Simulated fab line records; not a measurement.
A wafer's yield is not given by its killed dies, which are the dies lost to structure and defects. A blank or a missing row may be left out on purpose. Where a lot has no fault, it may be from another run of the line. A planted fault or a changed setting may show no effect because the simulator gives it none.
Chamber matching -- flow n5Finfet -- rieDiel-01 running N5_BEOL_M12_VIA_ETCH_16: 4 sister chambers
The step etches SiOC in C4F8/O2/Ar, target depth 724.8 nm. 4 wafers are shown with their chamber, then 8 later ones without.

WAFERS PAIRED WITH THEIR CHAMBERS
wafer,chamber,showerheadPlenumPTorr (Torr)
L089.5,2,3.25
L090.2,1,3.43
L090.5,0,3.24
L093.3,3,3.49

WAFERS WITH NO CHAMBER GIVEN
wafer,showerheadPlenumPTorr (Torr)
L093.5,3.43
L093.6,3.25
L092.2,3.24
L092.4,3.25
L092.5,3.49
L091.3,3.49
L091.4,3.23
L091.5,3.49

THE CHAMBER EACH PASSED THROUGH
wafer,from the rows above,in truth
L093.5,1,1
L093.6,2,2
L092.2,0,0
L092.4,2,2
L092.5,3,3
L091.3,3,3
L091.4,0,0
L091.5,3,3
Correct placement for 8 of the 8. Number that these rows cannot place: 0. Wrongly placed: 0.
How it was worked out, from the rows above alone: a wafer's distance from a chamber is the root of the sum, over the readings, of the square of ((its reading less the chamber's mean) divided by the reading's scatter). The wafer belongs to the nearest chamber; if the next one is less than 2 further off, it can't be placed. Each chamber's mean is taken over the wafers shown for it. The scatter (one wafer shown for each chamber): square how far every hidden wafer sits from the nearest shown wafer, average those squares and take the square root.
